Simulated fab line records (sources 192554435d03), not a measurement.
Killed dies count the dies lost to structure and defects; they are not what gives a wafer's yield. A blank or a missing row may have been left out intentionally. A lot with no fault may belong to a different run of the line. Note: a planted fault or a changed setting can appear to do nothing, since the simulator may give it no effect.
The tool behind it: which one? | flow n5 finfet | 8 lots with 22 wafers sampled at 5 steps, on a route of 1938 steps

WHAT THE GAUGES SHOWED, per wafer
N5_BEOL_M4_RC_MEAS_101. Usual: DIBL_N 37.1 mV/V, standard deviation 2.4; DIBL_P 37 mV/V, standard deviation 3; IOFF_N 0.18 nA/um, standard deviation 0.053; IOFF_P 0.21 nA/um, standard deviation 0.05; ION_N 674 uA/um, standard deviation 14; ION_P 459 uA/um, standard deviation 9.2; SS_N 72.1 mV/dec, standard deviation 0.9; SS_P 73.4 mV/dec, standard deviation 0.89; VT_N 250 mV, standard deviation 3.8; VT_P -251 mV, standard deviation 3.7.
lot  | measured     | on        | DIBL_N (mV/V)  | DIBL_P (mV/V) | IOFF_N (nA/um) | IOFF_P (nA/um) | ION_N (uA/um) | ION_P (uA/um) | SS_N (mV/dec)  | SS_P (mV/dec)  | VT_N (mV)   | VT_P (mV)      | flag
L239 | day 10 14:05 | prober-01 | 39.7 34.1      | 37 32         | 0.20 0.10      | 0.19 0.13      | 670 651       | 449 446       | 73.0 71.8      | 74.5 72.7      | 251 259     | -256 -258      |
L244 | day 12 01:22 | prober-02 | 35.8 39.2 39.0 | 36 40 41      | 0.15 0.21 0.21 | 0.19 0.25 0.27 | 694 679 712   | 467 466 484   | 71.0 72.0 72.4 | 72.6 74.1 74.0 | 250 246 243 | -253 -250 -248 |
L249 | day 12 21:28 | prober-02 | 42.6 43.0      | 45 45         | 0.30 0.30      | 0.31 0.32      | 698 693       | 471 462       | 73.4 73.8      | 75.3 75.1      | 245 244     | -246 -247      |
L251 | day 13 21:18 | prober-02 | 32.5 36.1 37.3 | 33 37 39      | 0.12 0.17 0.21 | 0.14 0.18 0.22 | 665 690 697   | 453 459 464   | 71.2 71.7 72.5 | 72.1 72.8 74.6 | 252 249 244 | -255 -255 -252 |
L252 | day 13 21:37 | prober-01 | 36.6 34.7 34.5 | 37 35 35      | 0.17 0.14 0.14 | 0.18 0.16 0.16 | 682 665 670   | 459 446 458   | 72.2 71.2 70.7 | 72.7 73.3 73.3 | 251 251 252 | -256 -255 -258 |

EACH LOT AND THE TOOL THAT RAN IT (in order: tool; ch and the chambers of the sampled wafers; start)
lot  | N5_BEOL_M4_ETCH_74                 | N5_BEOL_M4_DESCUM_33               | N5_BEOL_M4_ETCH_70                 | N5_BEOL_M4_VIA_ETCH_34
L239 | rie diel-06 ch 0,2, day 10 04:12   | rie diel-02 ch 0,3, day 10 05:10   | rie diel-02 ch 1,3, day 10 09:18   | rie diel-02 ch 1,3, day 10 09:25
L241 | rie diel-02 ch 0,1, day 10 04:20   | rie diel-02 ch 0,3, day 10 05:20   | rie diel-06 ch 0,1, day 10 13:55   | rie diel-06 ch 0,1, day 10 14:01
L240 | rie diel-02 ch 0,1,2, day 10 05:47 | rie diel-06 ch 2,3, day 10 06:37   | rie diel-02 ch 0,1,2, day 10 14:04 | rie diel-02 ch 0,1,2, day 10 14:10
L242 | rie diel-06 ch 0,1,2, day 10 22:41 | rie diel-06 ch 0,1,3, day 10 23:42 | rie diel-02 ch 1,2,3, day 11 08:34 | rie diel-02 ch 1,2,3, day 11 08:41
L244 | rie diel-05 ch 0,2,3, day 11 19:05 | rie diel-05 ch 0,2,3, day 11 19:55 | rie diel-02 ch 0,1,3, day 11 21:15 | rie diel-02 ch 0,1,3, day 11 21:21
L249 | rie diel-06 ch 3, day 12 09:35     | rie diel-06 ch 0,3, day 12 10:33   | rie diel-02 ch 1,3, day 12 16:54   | rie diel-02 ch 1,3, day 12 17:01
L251 | rie diel-05 ch 0,3, day 13 14:54   | rie diel-05 ch 2,3, day 13 15:52   | rie diel-02 ch 0,1,2, day 13 16:55 | rie diel-02 ch 0,1,2, day 13 17:01
L252 | rie diel-05 ch 0,2,3, day 13 15:23 | rie diel-05 ch 0,1,2, day 13 16:20 | rie diel-06 ch 0,2, day 13 17:03   | rie diel-06 ch 0,2, day 13 17:10
- N5_BEOL_M4_ETCH_74: etches underlayer in N2/H2, target depth 6.5 nm, time 5.2 s.
- N5_BEOL_M4_DESCUM_33: chemistry O2, time 7 s.
- N5_BEOL_M4_ETCH_70: etches SOC in N2/H2, target depth 80 nm, overetch 24 nm, time 130 s.
- N5_BEOL_M4_VIA_ETCH_34: etches the open film in C4F6/O2, target depth 69.4 nm, time 65.9 s.

AS READ BY THE TOOLS THEMSELVES (means over the sampled wafers that have a number; for cases with no such wafer, the mark the record gives instead)
N5_BEOL_M4_ETCH_74. Usual: bias w 150.0 W, standard deviation 0.44; chamber pressure mTorr 30.00 mTorr, standard deviation 0.043; drypump motor current A 5.6 A, standard deviation 0.55; etch rf on time s 5.24 s, standard deviation 0.14; oes product au 0.70 a.u., standard deviation 0.068; rf vpp V 524.1 V, standard deviation 2.6; showerhead plenum p Torr 2.55 Torr, standard deviation 0.082; throttle valve pct 17.74 %, standard deviation 0.27.
lot  | tool        | bias w (W) | chamber pressure mTorr (mTorr) | drypump motor current A (A) | etch rf on time s (s) | oes product au (a.u.) | rf vpp V (V) | showerhead plenum p Torr (Torr) | throttle valve pct (%) | flag
L239 | rie diel-06 | 149.9      | 30.02                          | 5.6                         | 5.09                  | 0.73                  | 525.4        | 2.59                            | 17.76                  |
L241 | rie diel-02 | 149.8      | 30.02                          | 5.4                         | 5.14                  | 0.64                  | 523.2        | 2.54                            | 17.79                  |
L240 | rie diel-02 | 150.4      | 29.99                          | 5.2                         | 5.19                  | 0.64                  | 525.7        | 2.57                            | 17.64                  |
L242 | rie diel-06 | 149.7      | 30.04                          | 5.6                         | 5.13                  | 0.75                  | 524.1        | 2.58                            | 17.66                  |
L244 | rie diel-05 | 150.3      | 30.00                          | 5.9                         | 5.35                  | 0.70                  | 523.3        | 2.55                            | 17.91                  |
L249 | rie diel-06 | 150.2      | 30.01                          | 5.7                         | 5.25                  | 0.75                  | 521.2        | 2.46                            | 17.25                  |
L251 | rie diel-05 | 149.6      | 29.99                          | 5.5                         | 5.34                  | 0.66                  | 521.9        | 2.47                            | 17.99                  |
L252 | rie diel-05 | 149.9      | 29.99                          | 5.9                         | 5.40                  | 0.68                  | 524.4        | 2.54                            | 17.93                  |

N5_BEOL_M4_DESCUM_33. Usual: for bias power w, 19.99 W with a standard deviation of 0.063; for drypump motor current A, 5.7 A with a standard deviation of 0.57; for oes product au, 0.81 a.u. with a standard deviation of 0.082; for rf vpp V, 243.2 V with a standard deviation of 1.4; for showerhead plenum p Torr, 2.11 Torr with a standard deviation of 0.072; for temp c, 40.02 C with a standard deviation of 0.12; for throttle valve pct, 20.37 % with a standard deviation of 0.2.
lot  | tool        | bias power w (W) | drypump motor current A (A) | oes product au (a.u.) | rf vpp V (V) | showerhead plenum p Torr (Torr) | temp c (C) | throttle valve pct (%) | flag
L239 | rie diel-02 | 19.95            | 6.0                         | 0.72                  | 243.4        | 2.07                            | 39.90      | 20.37                  |
L241 | rie diel-02 | 19.95            | 6.1                         | 0.70                  | 243.0        | 2.07                            | 40.04      | 20.45                  |
L240 | rie diel-06 | 19.98            | 5.9                         | 0.93                  | 244.7        | 2.13                            | 40.06      | 20.26                  |
L242 | rie diel-06 | 20.01            | 5.4                         | 0.90                  | 242.8        | 2.09                            | 40.04      | 20.31                  |
L244 | rie diel-05 | 20.00            | 5.9                         | 0.83                  | 243.0        | 2.09                            | 40.01      | 20.41                  |
L249 | rie diel-06 | 20.01            | 5.2                         | 0.86                  | 241.2        | 2.05                            | 40.08      | 20.26                  |
L251 | rie diel-05 | 19.98            | 6.2                         | 0.84                  | 242.9        | 2.15                            | 39.95      | 20.42                  |
L252 | rie diel-05 | 20.02            | 5.8                         | 0.83                  | 244.0        | 2.10                            | 40.03      | 20.33                  |

N5_BEOL_M4_ETCH_70. Usual: bias w 149.9 W, standard deviation 0.45; chamber pressure mTorr 30.005 mTorr, standard deviation 0.029; drypump motor current A 5.6 A, standard deviation 0.58; oes product au 0.57 a.u., standard deviation 0.055; rf vpp V 524.1 V, standard deviation 2; showerhead plenum p Torr 2.55 Torr, standard deviation 0.062; temp c 40.01 C, standard deviation 0.1; throttle valve pct 17.71 %, standard deviation 0.25.
lot  | tool        | bias w (W) | chamber pressure mTorr (mTorr) | drypump motor current A (A) | oes product au (a.u.) | rf vpp V (V) | showerhead plenum p Torr (Torr) | temp c (C) | throttle valve pct (%) | flag
L239 | rie diel-02 | 149.7      | 30.039                         | 5.9                         | 0.53                  | 523.2        | 2.52                            | 40.00      | 17.84                  |
L241 | rie diel-06 | -          | -                              | -                           | -                     | -            | -                               | -          | -                      | OFF
L240 | rie diel-02 | -          | -                              | -                           | -                     | -            | -                               | -          | -                      | OFF
L242 | rie diel-02 | -          | -                              | -                           | -                     | -            | -                               | -          | -                      | OFF
L244 | rie diel-02 | 150.1      | 30.008                         | 5.8                         | 0.53                  | 522.7        | 2.53                            | 40.03      | 17.86                  |
L249 | rie diel-02 | 150.1      | 29.981                         | 5.9                         | 0.52                  | 522.7        | 2.51                            | 40.06      | 17.87                  |
L251 | rie diel-02 | 149.8      | 29.990                         | 5.2                         | 0.54                  | 524.9        | 2.56                            | 40.03      | 17.66                  |
L252 | rie diel-06 | 150.1      | 30.003                         | 5.3                         | 0.60                  | 524.1        | 2.55                            | 39.91      | 17.84                  |

N5_BEOL_M4_VIA_ETCH_34. Usual: C4F6_flow_sccm 9.997 sccm, standard deviation 0.029; O2_flow_sccm 10.00 sccm, standard deviation 0.03; drypump motor current A 5.6 A, standard deviation 0.58; oes_ar_750_au 0.78 a.u., standard deviation 0.069; oes product au 0.77 a.u., standard deviation 0.078; rf vpp V 662 V, standard deviation 15; showerhead plenum p Torr 2.85 Torr, standard deviation 0.076; throttle valve pct 30.57 %, standard deviation 0.26.
lot  | tool        | C4F6_flow_sccm (sccm) | O2_flow_sccm (sccm) | drypump motor current A (A) | oes_ar_750_au (a.u.) | oes product au (a.u.) | rf vpp V (V) | showerhead plenum p Torr (Torr) | throttle valve pct (%) | flag
L239 | rie diel-02 | 10.015                | 10.04               | 5.9                         | 0.72                 | 0.71                  | 660          | 2.83                            | 30.75                  |
L241 | rie diel-06 | 9.994                 | 10.00               | 5.1                         | 0.87                 | 0.33                  | 665          | 2.79                            | 30.32                  | OFF
L240 | rie diel-02 | 9.996                 | 9.99                | 5.2                         | 0.77                 | 0.29                  | 668          | 2.88                            | 30.37                  | OFF
L242 | rie diel-02 | 9.987                 | 10.00               | 5.5                         | 0.73                 | 0.27                  | 662          | 2.86                            | 30.45                  | OFF
L244 | rie diel-02 | 10.041                | 9.96                | 5.8                         | 0.73                 | 0.72                  | 658          | 2.82                            | 30.70                  |
L249 | rie diel-02 | 10.032                | 10.02               | 5.9                         | 0.70                 | 0.69                  | 659          | 2.82                            | 30.79                  |
L251 | rie diel-02 | 9.983                 | 10.00               | 5.2                         | 0.74                 | 0.74                  | 667          | 2.87                            | 30.51                  |
L252 | rie diel-06 | 10.033                | 10.01               | 5.4                         | 0.80                 | 0.82                  | 680          | 2.81                            | 30.44                  |

THE ANSWER, worked out from the rows above alone
Rule: lot off if the mean of its wafers having a number is beyond 3 standard deviations from the usual mean. A lot without any number at a reading at which 4 lots or more have one is off too. Any other lot the step has rows for is counted as sound. The gauges are gone through in route order, then the tools' own readings, and for those a lot's mean is taken as printed above. At the first step where some lot is off, the reading lying furthest off is the one used; lots without a number count as furthest.
Off at N5_BEOL_M4_ETCH_70 (bias w): L241, L240, L242. Without a number there: L241, L240, L242.
If a tool, at that step or one of the process steps before it, ran each lot that is off and ran no sound lot following the first of them, it fits. Of those tried, none fits.

WHAT WAS PUT IN BY THE SIMULATOR
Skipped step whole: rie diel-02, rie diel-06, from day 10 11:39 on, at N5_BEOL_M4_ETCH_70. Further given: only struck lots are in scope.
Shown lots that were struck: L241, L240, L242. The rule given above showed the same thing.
